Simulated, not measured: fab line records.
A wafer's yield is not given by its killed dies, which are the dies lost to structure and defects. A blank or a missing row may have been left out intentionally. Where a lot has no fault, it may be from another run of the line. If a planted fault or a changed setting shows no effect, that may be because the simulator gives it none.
Which of the tools did it? || flow nand_harc || 18 wafers sampled from 6 lots at 1 step of a route of 1159

== WHAT EACH GAUGE READ, for each wafer ==
NHARC_P_GATE_CD_MEAS_26: the cd target is 120 nm.
{"lot": "L499", "measured": "day 5 08:44", "on": "cd_sem-03", "cd_nm (nm)": "117.8 117.8 119.0"}
{"lot": "L500", "measured": "day 5 16:29", "on": "cd_sem-03", "cd_nm (nm)": "119.0 121.0 118.8"}
{"lot": "L503", "measured": "day 6 09:28", "on": "cd_sem-02", "cd_nm (nm)": "121.4 121.0 121.8"}
{"lot": "L509", "measured": "day 7 22:56", "on": "cd_sem-01", "cd_nm (nm)": "118.3 119.2 118.3"}
{"lot": "L513", "measured": "day 9 00:14", "on": "cd_sem-01", "cd_nm (nm)": "119.9 120.7 118.9"}
{"lot": "L519", "measured": "day 10 15:29", "on": "cd_sem-03", "cd_nm (nm)": "120.6 119.0 119.3"}

== WHICH TOOL RAN EACH LOT (tool, then ch and the chambers of the sampled wafers, then the start) ==
Before these readings, the record contains no process step.

== THE ANSWER, worked out from the rows above alone ==
Rule: the usual values come from the lots themselves. The widest of any qualifying gaps counts: lots, ordered by their means at a reading, are off when they make up no more than a third of the lots, leave a main group of 4 or more, and stand apart from it by 3 or more times the standard deviation of that group's means. A main group is skipped when, at the precision printed for the reading in the tables above, its means are all equal. Also off: a lot with no number at a reading for which 4 or more lots have one. Any other lot the step has rows for is counted as sound.
Nothing can be told from this: no lot is off at any reading shown.

== WHAT THE SIMULATOR PUT IN ==
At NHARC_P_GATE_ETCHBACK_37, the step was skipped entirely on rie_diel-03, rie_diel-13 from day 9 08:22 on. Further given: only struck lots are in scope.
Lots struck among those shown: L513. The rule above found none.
